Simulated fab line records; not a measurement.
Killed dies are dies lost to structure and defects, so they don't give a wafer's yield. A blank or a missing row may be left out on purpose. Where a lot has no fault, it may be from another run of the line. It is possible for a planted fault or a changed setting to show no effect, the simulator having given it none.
What tool caused it? || flow n5 finfet || Sampling: 24 lots, 72 wafers, 4 of 1938 route steps

## WHAT EACH GAUGE READ, for each wafer
N5_BEOL_M15_CD_MEAS_17 targets a cd of 360 nm. Usual: cd nm 361.6 nm, standard deviation 1.4.
{"lot": "L075", "measured": "day 12 23:20", "on": "cd sem-02", "cd nm (nm)": "360.8 362.1 360.0", "flag": ""}
{"lot": "L074", "measured": "day 12 23:49", "on": "cd sem-01", "cd nm (nm)": "362.4 361.9 361.3", "flag": ""}
{"lot": "L077", "measured": "day 13 23:10", "on": "cd sem-03", "cd nm (nm)": "360.2 361.0 361.9", "flag": ""}
{"lot": "L078", "measured": "day 13 23:31", "on": "cd sem-03", "cd nm (nm)": "361.8 361.3 362.1", "flag": ""}
{"lot": "L079", "measured": "day 14 02:10", "on": "cd sem-01", "cd nm (nm)": "363.4 360.0 362.1", "flag": ""}
{"lot": "L076", "measured": "day 14 06:57", "on": "cd sem-03", "cd nm (nm)": "361.6 360.7 362.3", "flag": ""}
{"lot": "L082", "measured": "day 14 07:14", "on": "cd sem-03", "cd nm (nm)": "364.1 365.2 362.6", "flag": ""}
{"lot": "L081", "measured": "day 14 08:29", "on": "cd sem-02", "cd nm (nm)": "362.1 363.5 362.0", "flag": ""}
{"lot": "L080", "measured": "day 14 15:40", "on": "cd sem-03", "cd nm (nm)": "359.2 361.4 360.4", "flag": ""}
{"lot": "L083", "measured": "day 15 07:55", "on": "cd sem-01", "cd nm (nm)": "363.0 363.5 363.4", "flag": ""}
{"lot": "L084", "measured": "day 15 14:11", "on": "cd sem-03", "cd nm (nm)": "362.5 361.6 361.4", "flag": ""}
{"lot": "L085", "measured": "day 16 06:32", "on": "cd sem-02", "cd nm (nm)": "361.3 362.7 361.7", "flag": ""}
{"lot": "L086", "measured": "day 16 13:32", "on": "cd sem-01", "cd nm (nm)": "361.9 360.4 362.0", "flag": ""}
{"lot": "L087", "measured": "day 16 16:49", "on": "cd sem-02", "cd nm (nm)": "359.1 360.6 360.4", "flag": ""}
{"lot": "L088", "measured": "day 17 13:26", "on": "cd sem-03", "cd nm (nm)": "359.9 362.0 360.0", "flag": ""}
{"lot": "L089", "measured": "day 17 17:29", "on": "cd sem-02", "cd nm (nm)": "361.7 360.7 362.6", "flag": ""}
{"lot": "L094", "measured": "day 18 11:21", "on": "cd sem-03", "cd nm (nm)": "362.2 361.7 360.8", "flag": ""}
{"lot": "L090", "measured": "day 18 17:47", "on": "cd sem-02", "cd nm (nm)": "360.3 361.2 361.6", "flag": ""}
{"lot": "L091", "measured": "day 19 02:14", "on": "cd sem-01", "cd nm (nm)": "359.7 360.7 359.4", "flag": ""}
{"lot": "L093", "measured": "day 19 02:23", "on": "cd sem-02", "cd nm (nm)": "361.0 360.9 361.9", "flag": ""}
{"lot": "L092", "measured": "day 19 08:19", "on": "cd sem-01", "cd nm (nm)": "361.7 357.7 360.8", "flag": ""}
{"lot": "L097", "measured": "day 19 15:47", "on": "cd sem-02", "cd nm (nm)": "364.7 362.3 365.0", "flag": ""}
{"lot": "L095", "measured": "day 19 15:56", "on": "cd sem-03", "cd nm (nm)": "361.1 363.2 362.1", "flag": ""}
{"lot": "L096", "measured": "day 20 02:25", "on": "cd sem-03", "cd nm (nm)": "361.2 361.8 360.7", "flag": ""}

N5_BEOL_M15_OVL_MEAS_29. Usual: M15_OVL gives -6 nm (standard deviation 6).
{"lot": "L075", "measured": "day 13 00:24", "on": "overlay-02", "M15_OVL (nm)": "-9 -1 -9", "flag": ""}
{"lot": "L074", "measured": "day 13 00:43", "on": "overlay-02", "M15_OVL (nm)": "-16 -5 -3", "flag": ""}
{"lot": "L077", "measured": "day 14 00:04", "on": "overlay-02", "M15_OVL (nm)": "-10 -5 -13", "flag": ""}
{"lot": "L078", "measured": "day 14 00:35", "on": "overlay-02", "M15_OVL (nm)": "-5 -7 -11", "flag": ""}
{"lot": "L079", "measured": "day 14 03:12", "on": "overlay-01", "M15_OVL (nm)": "-5 2 -1", "flag": ""}
{"lot": "L076", "measured": "day 14 07:52", "on": "overlay-02", "M15_OVL (nm)": "-9 -12 -10", "flag": ""}
{"lot": "L082", "measured": "day 14 08:08", "on": "overlay-02", "M15_OVL (nm)": "-15 -6 -4", "flag": ""}
{"lot": "L081", "measured": "day 14 09:31", "on": "overlay-01", "M15_OVL (nm)": "-7 1 -8", "flag": ""}
{"lot": "L080", "measured": "day 14 16:46", "on": "overlay-02", "M15_OVL (nm)": "-16 -14 -12", "flag": ""}
{"lot": "L083", "measured": "day 15 08:49", "on": "overlay-02", "M15_OVL (nm)": "-5 -11 4", "flag": ""}
{"lot": "L084", "measured": "day 15 15:05", "on": "overlay-01", "M15_OVL (nm)": "-7 -1 -14", "flag": ""}
{"lot": "L085", "measured": "day 16 07:32", "on": "overlay-01", "M15_OVL (nm)": "13 -9 0", "flag": ""}
{"lot": "L086", "measured": "day 16 14:34", "on": "overlay-01", "M15_OVL (nm)": "-1 3 -5", "flag": ""}
{"lot": "L087", "measured": "day 16 17:43", "on": "overlay-02", "M15_OVL (nm)": "-10 -8 -10", "flag": ""}
{"lot": "L088", "measured": "day 17 14:28", "on": "overlay-01", "M15_OVL (nm)": "-2 -6 0", "flag": ""}
{"lot": "L089", "measured": "day 17 18:23", "on": "overlay-02", "M15_OVL (nm)": "-9 -1 3", "flag": ""}
{"lot": "L094", "measured": "day 18 12:24", "on": "overlay-01", "M15_OVL (nm)": "-6 -8 -8", "flag": ""}
{"lot": "L090", "measured": "day 18 18:50", "on": "overlay-01", "M15_OVL (nm)": "-6 0 -1", "flag": ""}
{"lot": "L091", "measured": "day 19 03:16", "on": "overlay-02", "M15_OVL (nm)": "-4 1 1", "flag": ""}
{"lot": "L093", "measured": "day 19 03:26", "on": "overlay-01", "M15_OVL (nm)": "-4 -13 7", "flag": ""}
{"lot": "L092", "measured": "day 19 09:14", "on": "overlay-02", "M15_OVL (nm)": "-2 -4 -8", "flag": ""}
{"lot": "L097", "measured": "day 19 16:41", "on": "overlay-01", "M15_OVL (nm)": "-7 -13 -16", "flag": ""}
{"lot": "L095", "measured": "day 19 16:51", "on": "overlay-02", "M15_OVL (nm)": "-14 -17 -10", "flag": ""}
{"lot": "L096", "measured": "day 20 03:31", "on": "overlay-01", "M15_OVL (nm)": "-8 -13 -13", "flag": ""}

## WHAT TOOL EACH LOT RAN ON (gives the tool, then ch and the chambers of the sampled wafers, and finally the start)
{"lot": "L075", "N5_BEOL_M15_STRIP_63": "rie diel-04 ch 1,2,3, day 12 23:20 or earlier", "N5_BEOL_M15_ETCH_57": "rie diel-02 ch 1,2, day 12 23:36"}
{"lot": "L074", "N5_BEOL_M15_STRIP_63": "rie diel-04 ch 1,2, day 12 23:49 or earlier", "N5_BEOL_M15_ETCH_57": "rie diel-04 ch 0,1,2, day 12 23:55"}
{"lot": "L077", "N5_BEOL_M15_STRIP_63": "rie diel-02 ch 0,1,3, day 13 23:10 or earlier", "N5_BEOL_M15_ETCH_57": "rie diel-02 ch 0,1,3, day 13 23:30"}
{"lot": "L078", "N5_BEOL_M15_STRIP_63": "rie diel-04 ch 1,2,3, day 13 23:31 or earlier", "N5_BEOL_M15_ETCH_57": "rie diel-04 ch 1,2, day 13 23:40"}
{"lot": "L079", "N5_BEOL_M15_STRIP_63": "rie diel-04 ch 1,2, day 14 02:10 or earlier", "N5_BEOL_M15_ETCH_57": "rie diel-04 ch 1,2, day 14 02:16"}
{"lot": "L076", "N5_BEOL_M15_STRIP_63": "rie diel-02 ch 1,3, day 14 06:57 or earlier", "N5_BEOL_M15_ETCH_57": "rie diel-01 ch 1,2, day 14 07:03"}
{"lot": "L082", "N5_BEOL_M15_STRIP_63": "rie diel-04 ch 1,2,3, day 14 07:14 or earlier", "N5_BEOL_M15_ETCH_57": "rie diel-04 ch 1,2, day 14 07:20"}
{"lot": "L081", "N5_BEOL_M15_STRIP_63": "rie diel-04 ch 0,1,3, day 14 08:29 or earlier", "N5_BEOL_M15_ETCH_57": "rie diel-02 ch 0,1,2, day 14 08:35"}
{"lot": "L080", "N5_BEOL_M15_STRIP_63": "rie diel-04 ch 0,3, day 14 15:40 or earlier", "N5_BEOL_M15_ETCH_57": "rie diel-02 ch 0,2, day 14 15:58"}
{"lot": "L083", "N5_BEOL_M15_STRIP_63": "rie diel-04 ch 1,2, day 15 07:55 or earlier", "N5_BEOL_M15_ETCH_57": "rie diel-04 ch 0,2,3, day 15 08:01"}
{"lot": "L084", "N5_BEOL_M15_STRIP_63": "rie diel-01 ch 0,1,2, day 15 14:11 or earlier", "N5_BEOL_M15_ETCH_57": "rie diel-01 ch 0,1,2, day 15 14:17"}
{"lot": "L085", "N5_BEOL_M15_STRIP_63": "rie diel-04 ch 0,3, day 16 06:32 or earlier", "N5_BEOL_M15_ETCH_57": "rie diel-02 ch 1,3, day 16 06:44"}
{"lot": "L086", "N5_BEOL_M15_STRIP_63": "rie diel-01 ch 2,3, day 16 13:32 or earlier", "N5_BEOL_M15_ETCH_57": "rie diel-04 ch 0,3, day 16 13:38"}
{"lot": "L087", "N5_BEOL_M15_STRIP_63": "rie diel-02 ch 1,2, day 16 16:49 or earlier", "N5_BEOL_M15_ETCH_57": "rie diel-01 ch 0,1, day 16 16:55"}
{"lot": "L088", "N5_BEOL_M15_STRIP_63": "rie diel-02 ch 0,1,2, day 17 13:26 or earlier", "N5_BEOL_M15_ETCH_57": "rie diel-04 ch 0,2,3, day 17 13:32"}
{"lot": "L089", "N5_BEOL_M15_STRIP_63": "rie diel-02 ch 1,2,3, day 17 17:29 or earlier", "N5_BEOL_M15_ETCH_57": "rie diel-01 ch 1,3, day 17 17:35"}
{"lot": "L094", "N5_BEOL_M15_STRIP_63": "rie diel-01 ch 0,2, day 18 11:21 or earlier", "N5_BEOL_M15_ETCH_57": "rie diel-01 ch 0,2, day 18 11:28"}
{"lot": "L090", "N5_BEOL_M15_STRIP_63": "rie diel-04 ch 1,2, day 18 17:47 or earlier", "N5_BEOL_M15_ETCH_57": "rie diel-01 ch 0,2, day 18 17:53"}
{"lot": "L091", "N5_BEOL_M15_STRIP_63": "rie diel-02 ch 0,2, day 19 02:14 or earlier", "N5_BEOL_M15_ETCH_57": "rie diel-01 ch 0,2,3, day 19 02:20"}
{"lot": "L093", "N5_BEOL_M15_STRIP_63": "rie diel-04 ch 1,2, day 19 02:23 or earlier", "N5_BEOL_M15_ETCH_57": "rie diel-04 ch 1,3, day 19 02:29"}
{"lot": "L092", "N5_BEOL_M15_STRIP_63": "rie diel-04 ch 0,1,3, day 19 08:19 or earlier", "N5_BEOL_M15_ETCH_57": "rie diel-02 ch 1,2, day 19 08:26"}
{"lot": "L097", "N5_BEOL_M15_STRIP_63": "rie diel-02 ch 0,1, day 19 15:47 or earlier", "N5_BEOL_M15_ETCH_57": "rie diel-02 ch 1,3, day 19 15:53"}
{"lot": "L095", "N5_BEOL_M15_STRIP_63": "rie diel-01 ch 0,1,2, day 19 15:56 or earlier", "N5_BEOL_M15_ETCH_57": "rie diel-04 ch 2,3, day 19 16:02"}
{"lot": "L096", "N5_BEOL_M15_STRIP_63": "rie diel-02 ch 2,3, day 20 02:25 or earlier", "N5_BEOL_M15_ETCH_57": "rie diel-04 ch 0,1,3, day 20 02:35"}
- N5_BEOL_M15_STRIP_63: strips in O2.
- N5_BEOL_M15_ETCH_57: etches SOC in N2/H2, time 750 s.

## WHAT THE TOOLS THEMSELVES READ (means of the sampled wafers that have a number; where no wafer has one, the mark that the record gives instead)
N5_BEOL_M15_STRIP_63. Usual: drypump motor current A 5.5 A, standard deviation 0.46; o2 flow sccm 225.0 sccm, standard deviation 0.65; oes product au 0.79 a.u., standard deviation 0.096; rf vpp V 3.6 V, standard deviation 0.77; showerhead plenum p Torr 2.15 Torr, standard deviation 0.055; throttle valve pct 16.66 %, standard deviation 0.2.
{"lot": "L075", "tool": "rie diel-04", "drypump motor current A (A)": 5.7, "o2 flow sccm (sccm)": 224.5, "oes product au (a.u.)": 0.79, "rf vpp V (V)": 3.5, "showerhead plenum p Torr (Torr)": 2.13, "throttle valve pct (%)": 16.61, "flag": ""}
{"lot": "L074", "tool": "rie diel-04", "drypump motor current A (A)": 5.9, "o2 flow sccm (sccm)": 224.4, "oes product au (a.u.)": 0.86, "rf vpp V (V)": 3.7, "showerhead plenum p Torr (Torr)": 2.18, "throttle valve pct (%)": 16.53, "flag": ""}
{"lot": "L077", "tool": "rie diel-02", "drypump motor current A (A)": 5.2, "o2 flow sccm (sccm)": 225.1, "oes product au (a.u.)": 0.72, "rf vpp V (V)": 3.6, "showerhead plenum p Torr (Torr)": 2.17, "throttle valve pct (%)": 16.64, "flag": ""}
{"lot": "L078", "tool": "rie diel-04", "drypump motor current A (A)": 5.8, "o2 flow sccm (sccm)": 224.4, "oes product au (a.u.)": 0.78, "rf vpp V (V)": 3.4, "showerhead plenum p Torr (Torr)": 2.13, "throttle valve pct (%)": 16.64, "flag": ""}
{"lot": "L079", "tool": "rie diel-04", "drypump motor current A (A)": 5.9, "o2 flow sccm (sccm)": 224.1, "oes product au (a.u.)": 0.84, "rf vpp V (V)": 3.3, "showerhead plenum p Torr (Torr)": 2.17, "throttle valve pct (%)": 16.55, "flag": ""}
{"lot": "L076", "tool": "rie diel-02", "drypump motor current A (A)": 5.2, "o2 flow sccm (sccm)": 225.0, "oes product au (a.u.)": 0.74, "rf vpp V (V)": 4.1, "showerhead plenum p Torr (Torr)": 2.18, "throttle valve pct (%)": 16.52, "flag": ""}
{"lot": "L082", "tool": "rie diel-04", "drypump motor current A (A)": 5.8, "o2 flow sccm (sccm)": 224.8, "oes product au (a.u.)": 0.77, "rf vpp V (V)": 3.1, "showerhead plenum p Torr (Torr)": 2.13, "throttle valve pct (%)": 16.63, "flag": ""}
{"lot": "L081", "tool": "rie diel-04", "drypump motor current A (A)": 5.9, "o2 flow sccm (sccm)": 225.2, "oes product au (a.u.)": 0.85, "rf vpp V (V)": 3.8, "showerhead plenum p Torr (Torr)": 2.15, "throttle valve pct (%)": 16.57, "flag": ""}
{"lot": "L080", "tool": "rie diel-04", "drypump motor current A (A)": 6.0, "o2 flow sccm (sccm)": 224.1, "oes product au (a.u.)": 0.84, "rf vpp V (V)": 3.7, "showerhead plenum p Torr (Torr)": 2.12, "throttle valve pct (%)": 16.66, "flag": ""}
{"lot": "L083", "tool": "rie diel-04", "drypump motor current A (A)": 5.9, "o2 flow sccm (sccm)": 225.3, "oes product au (a.u.)": 0.83, "rf vpp V (V)": 4.0, "showerhead plenum p Torr (Torr)": 2.17, "throttle valve pct (%)": 16.56, "flag": ""}
{"lot": "L084", "tool": "rie diel-01", "drypump motor current A (A)": 5.4, "o2 flow sccm (sccm)": 225.2, "oes product au (a.u.)": 0.77, "rf vpp V (V)": 3.9, "showerhead plenum p Torr (Torr)": 2.13, "throttle valve pct (%)": 16.72, "flag": ""}
{"lot": "L085", "tool": "rie diel-04", "drypump motor current A (A)": 6.0, "o2 flow sccm (sccm)": 224.4, "oes product au (a.u.)": 0.83, "rf vpp V (V)": 5.0, "showerhead plenum p Torr (Torr)": 2.12, "throttle valve pct (%)": 16.68, "flag": ""}
{"lot": "L086", "tool": "rie diel-01", "drypump motor current A (A)": 4.7, "o2 flow sccm (sccm)": 224.5, "oes product au (a.u.)": 0.71, "rf vpp V (V)": 3.4, "showerhead plenum p Torr (Torr)": 2.13, "throttle valve pct (%)": 16.71, "flag": ""}
{"lot": "L087", "tool": "rie diel-02", "drypump motor current A (A)": 5.0, "o2 flow sccm (sccm)": 224.7, "oes product au (a.u.)": 0.74, "rf vpp V (V)": 3.6, "showerhead plenum p Torr (Torr)": 2.18, "throttle valve pct (%)": 16.76, "flag": ""}
{"lot": "L088", "tool": "rie diel-02", "drypump motor current A (A)": 5.0, "o2 flow sccm (sccm)": 225.3, "oes product au (a.u.)": 0.81, "rf vpp V (V)": 3.1, "showerhead plenum p Torr (Torr)": 2.17, "throttle valve pct (%)": 16.72, "flag": ""}
{"lot": "L089", "tool": "rie diel-02", "drypump motor current A (A)": 5.1, "o2 flow sccm (sccm)": 225.0, "oes product au (a.u.)": 0.75, "rf vpp V (V)": 3.0, "showerhead plenum p Torr (Torr)": 2.18, "throttle valve pct (%)": 16.74, "flag": ""}
{"lot": "L094", "tool": "rie diel-01", "drypump motor current A (A)": 5.2, "o2 flow sccm (sccm)": 225.3, "oes product au (a.u.)": 0.69, "rf vpp V (V)": 3.9, "showerhead plenum p Torr (Torr)": 2.11, "throttle valve pct (%)": 16.86, "flag": ""}
{"lot": "L090", "tool": "rie diel-04", "drypump motor current A (A)": 5.7, "o2 flow sccm (sccm)": 225.0, "oes product au (a.u.)": 0.90, "rf vpp V (V)": 3.8, "showerhead plenum p Torr (Torr)": 2.11, "throttle valve pct (%)": 16.46, "flag": ""}
{"lot": "L091", "tool": "rie diel-02", "drypump motor current A (A)": 4.9, "o2 flow sccm (sccm)": 224.4, "oes product au (a.u.)": 0.87, "rf vpp V (V)": 4.5, "showerhead plenum p Torr (Torr)": 2.16, "throttle valve pct (%)": 16.70, "flag": ""}
{"lot": "L093", "tool": "rie diel-04", "drypump motor current A (A)": 5.9, "o2 flow sccm (sccm)": 225.5, "oes product au (a.u.)": 0.88, "rf vpp V (V)": 4.7, "showerhead plenum p Torr (Torr)": 2.16, "throttle valve pct (%)": 16.46, "flag": ""}
{"lot": "L092", "tool": "rie diel-04", "drypump motor current A (A)": 5.9, "o2 flow sccm (sccm)": 225.4, "oes product au (a.u.)": 0.80, "rf vpp V (V)": 3.5, "showerhead plenum p Torr (Torr)": 2.14, "throttle valve pct (%)": 16.64, "flag": ""}
{"lot": "L097", "tool": "rie diel-02", "drypump motor current A (A)": 5.0, "o2 flow sccm (sccm)": 224.9, "oes product au (a.u.)": 0.77, "rf vpp V (V)": 4.0, "showerhead plenum p Torr (Torr)": 2.15, "throttle valve pct (%)": 16.59, "flag": ""}
{"lot": "L095", "tool": "rie diel-01", "drypump motor current A (A)": 5.4, "o2 flow sccm (sccm)": 224.5, "oes product au (a.u.)": 0.75, "rf vpp V (V)": 3.7, "showerhead plenum p Torr (Torr)": 2.12, "throttle valve pct (%)": 16.76, "flag": ""}
{"lot": "L096", "tool": "rie diel-02", "drypump motor current A (A)": 5.0, "o2 flow sccm (sccm)": 225.3, "oes product au (a.u.)": 0.76, "rf vpp V (V)": 3.7, "showerhead plenum p Torr (Torr)": 2.18, "throttle valve pct (%)": 16.94, "flag": ""}

N5_BEOL_M15_ETCH_57. Usual: drypump motor current A 5.5 A, standard deviation 0.46; oes product au 0.78 a.u., standard deviation 0.09; rf vpp V 525.3 V, standard deviation 1.9; showerhead plenum p Torr 2.60 Torr, standard deviation 0.065; throttle valve pct 17.77 %, standard deviation 0.22.
{"lot": "L075", "tool": "rie diel-02", "drypump motor current A (A)": 4.9, "oes product au (a.u.)": 0.77, "rf vpp V (V)": 527.0, "showerhead plenum p Torr (Torr)": 2.66, "throttle valve pct (%)": 18.09, "flag": ""}
{"lot": "L074", "tool": "rie diel-04", "drypump motor current A (A)": 5.9, "oes product au (a.u.)": 0.86, "rf vpp V (V)": 525.1, "showerhead plenum p Torr (Torr)": 2.61, "throttle valve pct (%)": 17.70, "flag": ""}
{"lot": "L077", "tool": "rie diel-02", "drypump motor current A (A)": 5.2, "oes product au (a.u.)": 0.72, "rf vpp V (V)": 527.2, "showerhead plenum p Torr (Torr)": 2.64, "throttle valve pct (%)": 17.73, "flag": ""}
{"lot": "L078", "tool": "rie diel-04", "drypump motor current A (A)": 5.9, "oes product au (a.u.)": 0.85, "rf vpp V (V)": 525.8, "showerhead plenum p Torr (Torr)": 2.64, "throttle valve pct (%)": 17.62, "flag": ""}
{"lot": "L079", "tool": "rie diel-04", "drypump motor current A (A)": 5.7, "oes product au (a.u.)": 0.77, "rf vpp V (V)": 525.1, "showerhead plenum p Torr (Torr)": 2.57, "throttle valve pct (%)": 17.79, "flag": ""}
{"lot": "L076", "tool": "rie diel-01", "drypump motor current A (A)": 5.5, "oes product au (a.u.)": 0.86, "rf vpp V (V)": 525.3, "showerhead plenum p Torr (Torr)": 2.57, "throttle valve pct (%)": 17.84, "flag": ""}
{"lot": "L082", "tool": "rie diel-04", "drypump motor current A (A)": 5.7, "oes product au (a.u.)": 0.76, "rf vpp V (V)": 524.9, "showerhead plenum p Torr (Torr)": 2.57, "throttle valve pct (%)": 17.79, "flag": ""}
{"lot": "L081", "tool": "rie diel-02", "drypump motor current A (A)": 4.9, "oes product au (a.u.)": 0.73, "rf vpp V (V)": 527.5, "showerhead plenum p Torr (Torr)": 2.64, "throttle valve pct (%)": 18.00, "flag": ""}
{"lot": "L080", "tool": "rie diel-02", "drypump motor current A (A)": 5.0, "oes product au (a.u.)": 0.71, "rf vpp V (V)": 525.9, "showerhead plenum p Torr (Torr)": 2.64, "throttle valve pct (%)": 18.12, "flag": ""}
{"lot": "L083", "tool": "rie diel-04", "drypump motor current A (A)": 5.7, "oes product au (a.u.)": 0.77, "rf vpp V (V)": 523.7, "showerhead plenum p Torr (Torr)": 2.54, "throttle valve pct (%)": 17.83, "flag": ""}
{"lot": "L084", "tool": "rie diel-01", "drypump motor current A (A)": 5.4, "oes product au (a.u.)": 0.78, "rf vpp V (V)": 524.6, "showerhead plenum p Torr (Torr)": 2.58, "throttle valve pct (%)": 17.81, "flag": ""}
{"lot": "L085", "tool": "rie diel-02", "drypump motor current A (A)": 5.2, "oes product au (a.u.)": 0.73, "rf vpp V (V)": 525.7, "showerhead plenum p Torr (Torr)": 2.64, "throttle valve pct (%)": 17.64, "flag": ""}
{"lot": "L086", "tool": "rie diel-04", "drypump motor current A (A)": 6.0, "oes product au (a.u.)": 0.83, "rf vpp V (V)": 524.0, "showerhead plenum p Torr (Torr)": 2.57, "throttle valve pct (%)": 17.78, "flag": ""}
{"lot": "L087", "tool": "rie diel-01", "drypump motor current A (A)": 5.7, "oes product au (a.u.)": 0.82, "rf vpp V (V)": 524.9, "showerhead plenum p Torr (Torr)": 2.61, "throttle valve pct (%)": 17.78, "flag": ""}
{"lot": "L088", "tool": "rie diel-04", "drypump motor current A (A)": 5.7, "oes product au (a.u.)": 0.84, "rf vpp V (V)": 523.3, "showerhead plenum p Torr (Torr)": 2.53, "throttle valve pct (%)": 17.70, "flag": ""}
{"lot": "L089", "tool": "rie diel-01", "drypump motor current A (A)": 5.1, "oes product au (a.u.)": 0.76, "rf vpp V (V)": 525.4, "showerhead plenum p Torr (Torr)": 2.61, "throttle valve pct (%)": 17.74, "flag": ""}
{"lot": "L094", "tool": "rie diel-01", "drypump motor current A (A)": 5.3, "oes product au (a.u.)": 0.69, "rf vpp V (V)": 525.9, "showerhead plenum p Torr (Torr)": 2.58, "throttle valve pct (%)": 17.80, "flag": ""}
{"lot": "L090", "tool": "rie diel-01", "drypump motor current A (A)": 5.2, "oes product au (a.u.)": 0.70, "rf vpp V (V)": 524.0, "showerhead plenum p Torr (Torr)": 2.55, "throttle valve pct (%)": 17.89, "flag": ""}
{"lot": "L091", "tool": "rie diel-01", "drypump motor current A (A)": 5.0, "oes product au (a.u.)": 0.70, "rf vpp V (V)": 524.6, "showerhead plenum p Torr (Torr)": 2.58, "throttle valve pct (%)": 17.81, "flag": ""}
{"lot": "L093", "tool": "rie diel-04", "drypump motor current A (A)": 5.8, "oes product au (a.u.)": 0.76, "rf vpp V (V)": 524.7, "showerhead plenum p Torr (Torr)": 2.57, "throttle valve pct (%)": 17.68, "flag": ""}
{"lot": "L092", "tool": "rie diel-02", "drypump motor current A (A)": 4.9, "oes product au (a.u.)": 0.75, "rf vpp V (V)": 525.9, "showerhead plenum p Torr (Torr)": 2.65, "throttle valve pct (%)": 18.16, "flag": ""}
{"lot": "L097", "tool": "rie diel-02", "drypump motor current A (A)": 5.4, "oes product au (a.u.)": 0.73, "rf vpp V (V)": 526.2, "showerhead plenum p Torr (Torr)": 2.64, "throttle valve pct (%)": 17.65, "flag": ""}
{"lot": "L095", "tool": "rie diel-04", "drypump motor current A (A)": 5.5, "oes product au (a.u.)": 0.85, "rf vpp V (V)": 523.0, "showerhead plenum p Torr (Torr)": 2.50, "throttle valve pct (%)": 17.65, "flag": ""}
{"lot": "L096", "tool": "rie diel-04", "drypump motor current A (A)": 5.9, "oes product au (a.u.)": 0.79, "rf vpp V (V)": 524.3, "showerhead plenum p Torr (Torr)": 2.59, "throttle valve pct (%)": 17.73, "flag": ""}

## THE ANSWER, worked out from the rows above alone
Rule: take the mean of a lot's wafers that have a number; if it is more than 3 standard deviations from the usual mean, the lot is off. Also off: a lot with no number at a reading for which 4 or more lots have one. Where the step has rows for the other lots, those lots are counted as sound. Order of review: gauges by route order, followed by the tools' own readings, for which a lot's mean as printed above is used. The first step at which some lot is off is used, and at that step the reading that is off furthest; a lot without a number counts as furthest.
Nothing can be told from this: no lot is off at any reading shown.

## WHAT WAS PUT IN BY THE SIMULATOR
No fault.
